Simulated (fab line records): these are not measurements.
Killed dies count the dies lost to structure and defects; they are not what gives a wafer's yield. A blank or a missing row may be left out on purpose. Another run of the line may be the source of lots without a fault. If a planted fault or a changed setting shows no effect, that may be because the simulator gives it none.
Which tool is to blame? -- flow nand_harc -- 21 wafers from 7 lots sampled at 4 of the route's 1302 steps

== WHAT THE GAUGES SHOWED, per wafer ==
NHARC_END_SORT_01.
lot,measured,on,defect_limited_yield (%)
L372,day 30 15:19,prober-01,80.1 71.3 77.3

== TOOL THAT RAN EACH LOT (tool first, then ch and the chambers of the sampled wafers, then the start) ==
lot,NHARC_P_M0_PVD_20,NHARC_A_M1_PRE_CLEAN_30,NHARC_THIN_TSV_ETCH_36
L359,"pvd_sputter-03, day 7 21:47","pvd_sputter-03, day 25 05:07 or earlier","rie_metal-03 ch 0,1, day 25 05:07"
L361,"pvd_sputter-03, day 8 17:20","pvd_sputter-02, day 26 12:33 or earlier","rie_metal-01 ch 0,1, day 26 12:33"
L363,"pvd_sputter-02, day 9 07:50","pvd_sputter-03, day 28 08:55 or earlier","rie_metal-02 ch 0,1, day 28 08:55"
L365,"pvd_sputter-03, day 10 08:39","pvd_sputter-03, day 28 07:32 or earlier","rie_metal-01 ch 0,1, day 28 07:32"
L367,"pvd_sputter-03, day 11 13:07","pvd_sputter-03, day 29 17:24 or earlier","rie_metal-02 ch 0,1, day 29 17:24"
L369,"pvd_sputter-03, day 12 02:59","pvd_sputter-01, day 29 21:51 or earlier","rie_metal-03 ch 0,1, day 29 21:51"
L372,"pvd_sputter-01, day 13 02:03","pvd_sputter-03, day 30 06:50 or earlier","rie_metal-02 ch 0,1, day 30 06:50"
- NHARC_P_M0_PVD_20: deposits TaN, target thk 5 nm, time 8.06 s.
- NHARC_A_M1_PRE_CLEAN_30: time 30 s.
- NHARC_THIN_TSV_ETCH_36: etches the open film in Cl2/BCl3, target depth 65 nm, time 18.571 s.

== THE ANSWER, worked out from the rows above alone ==
Rule: usual is defined by the lots themselves. The widest of any qualifying gaps counts: lots, ordered by their means at a reading, are off when they make up no more than a third of the lots, leave a main group of 4 or more, and stand apart from it by 3 or more times the standard deviation of that group's means. If all means in a main group match to the digits the tables above print for the reading, that group is not used. A lot without any number at a reading at which 4 lots or more have one is off too. The other lots that the step has rows for count as sound.
Nothing can be told from this: no lot is off at any reading shown.

== WHAT THE SIMULATOR HAD PUT IN ==
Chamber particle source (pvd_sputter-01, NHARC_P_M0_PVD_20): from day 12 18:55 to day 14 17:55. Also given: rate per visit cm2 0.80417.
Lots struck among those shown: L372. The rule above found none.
